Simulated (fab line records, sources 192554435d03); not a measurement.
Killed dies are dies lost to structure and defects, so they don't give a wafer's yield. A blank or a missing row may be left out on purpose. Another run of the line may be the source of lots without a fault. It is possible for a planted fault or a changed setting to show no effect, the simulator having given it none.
Matching of chambers + flow n5Finfet + N5_BEOL_M9_ETCH_61 on rieDiel-01: 4 sister chambers
The step etches SiARC in CF4, target depth 39 nm, time 65 s. 4 wafers are shown with their chamber, then 8 later ones without.

## WAFERS WITH THEIR CHAMBER
| wafer  | chamber | drypumpMotorCurrentA (A) |
|--------|---------|--------------------------|
| L090.3 | 0       | 6.1                      |
| L090.4 | 2       | 5.2                      |
| L090.5 | 1       | 6.4                      |
| L092.1 | 3       | 6.0                      |

## WAFERS WITH NO CHAMBER GIVEN
| wafer  | drypumpMotorCurrentA (A) |
|--------|--------------------------|
| L092.2 | 6.0                      |
| L092.5 | 6.1                      |
| L093.1 | 6.0                      |
| L093.2 | 6.1                      |
| L093.5 | 6.1                      |
| L096.2 | 6.0                      |
| L096.5 | 5.1                      |
| L096.6 | 6.3                      |

## THE CHAMBER EACH PASSED THROUGH
| wafer  | from the rows above     | in truth |
|--------|-------------------------|----------|
| L092.2 | can't be placed: 3 or 0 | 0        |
| L092.5 | can't be placed: 0 or 3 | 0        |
| L093.1 | can't be placed: 3 or 0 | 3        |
| L093.2 | can't be placed: 0 or 3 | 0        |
| L093.5 | can't be placed: 0 or 3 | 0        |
| L096.2 | can't be placed: 3 or 0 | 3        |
| L096.5 | 2                       | 2        |
| L096.6 | can't be placed: 1 or 0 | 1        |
Placed correctly: 1 of 8. From these rows, 7 cannot be placed; in 7 the true chamber is one of the candidates. Number placed wrongly: 0.
How it was worked out, from the rows above alone: a wafer's distance from a chamber is the root of the sum, over the readings, of the square of ((its reading less the chamber's mean) divided by the reading's scatter). The wafer belongs to the nearest chamber; if the next one is less than 2 further off, it can't be placed. The mean given for a chamber averages the wafers shown for that chamber. The scatter: with one shown wafer a chamber, the root of the mean of the squares of how far each hidden wafer lies from its nearest shown one.
